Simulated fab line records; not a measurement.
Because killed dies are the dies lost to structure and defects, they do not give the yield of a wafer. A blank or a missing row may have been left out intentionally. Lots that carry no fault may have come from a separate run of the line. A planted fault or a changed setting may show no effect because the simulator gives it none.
Which of the tools did it? || flow nand_harc || 42 wafers sampled from 14 lots at 1 step of a route of 1302

WHAT EACH GAUGE READ, for each wafer
NHARC_A_M1_INSPECT_11.
{"lot": "L959", "measured": "day 22 21:32", "on": "defect_inspect-02", "raw_defect_count": "22 15 18"}
{"lot": "L960", "measured": "day 23 08:59", "on": "defect_inspect-02", "raw_defect_count": "163 157 126"}
{"lot": "L962", "measured": "day 24 01:10", "on": "defect_inspect-01", "raw_defect_count": "20 22 16"}
{"lot": "L961", "measured": "day 24 02:38", "on": "defect_inspect-01", "raw_defect_count": "106 119 98"}
{"lot": "L964", "measured": "day 25 01:52", "on": "defect_inspect-01", "raw_defect_count": "61 68 61"}
{"lot": "L965", "measured": "day 26 06:40", "on": "defect_inspect-01", "raw_defect_count": "69 79 63"}
{"lot": "L968", "measured": "day 27 11:28", "on": "defect_inspect-01", "raw_defect_count": "130 116 115"}
{"lot": "L970", "measured": "day 28 01:53", "on": "defect_inspect-01", "raw_defect_count": "74 64 69"}
{"lot": "L971", "measured": "day 28 06:07", "on": "defect_inspect-02", "raw_defect_count": "100 100 101"}
{"lot": "L972", "measured": "day 28 20:37", "on": "defect_inspect-01", "raw_defect_count": "197 138 148"}
{"lot": "L975", "measured": "day 30 04:54", "on": "defect_inspect-02", "raw_defect_count": "84 86 79"}
{"lot": "L980", "measured": "day 32 00:17", "on": "defect_inspect-02", "raw_defect_count": "81 84 88"}
{"lot": "L979", "measured": "day 32 01:11", "on": "defect_inspect-01", "raw_defect_count": "92 84 97"}
{"lot": "L981", "measured": "day 32 18:45", "on": "defect_inspect-02", "raw_defect_count": "67 72 72"}

WHAT TOOL EACH LOT RAN ON (gives the tool, then ch and the chambers of the sampled wafers, and finally the start)
The record holds no process step before these readings.

AS READ BY THE TOOLS THEMSELVES (means over the sampled wafers that have a number; for cases with no such wafer, the mark the record gives instead)
The record holds no such reading with a usual standard deviation.

THE ANSWER, worked out from the rows above alone
Rule: usual is defined by the lots themselves. Put in order of their means at a reading, lots are off if they are a third of the lots or fewer, leave a main group of 4 or more, and stand apart from it by a gap of 3 or more times the standard deviation of the main group's means; of several such gaps the widest counts. If all means in a main group match to the digits the tables above print for the reading, that group is not used. A lot without any number at a reading at which 4 lots or more have one is off too. Any other lot the step has rows for is counted as sound. After the gauges, taken in route order, come the tools' own readings; for these a lot's mean is taken, as printed above. The first step at which some lot is off is used, and at that step the reading that is off furthest; a lot without a number counts as furthest.
No lot is off at any reading shown: from this, nothing can be told.

WHAT THE SIMULATOR HAD PUT IN
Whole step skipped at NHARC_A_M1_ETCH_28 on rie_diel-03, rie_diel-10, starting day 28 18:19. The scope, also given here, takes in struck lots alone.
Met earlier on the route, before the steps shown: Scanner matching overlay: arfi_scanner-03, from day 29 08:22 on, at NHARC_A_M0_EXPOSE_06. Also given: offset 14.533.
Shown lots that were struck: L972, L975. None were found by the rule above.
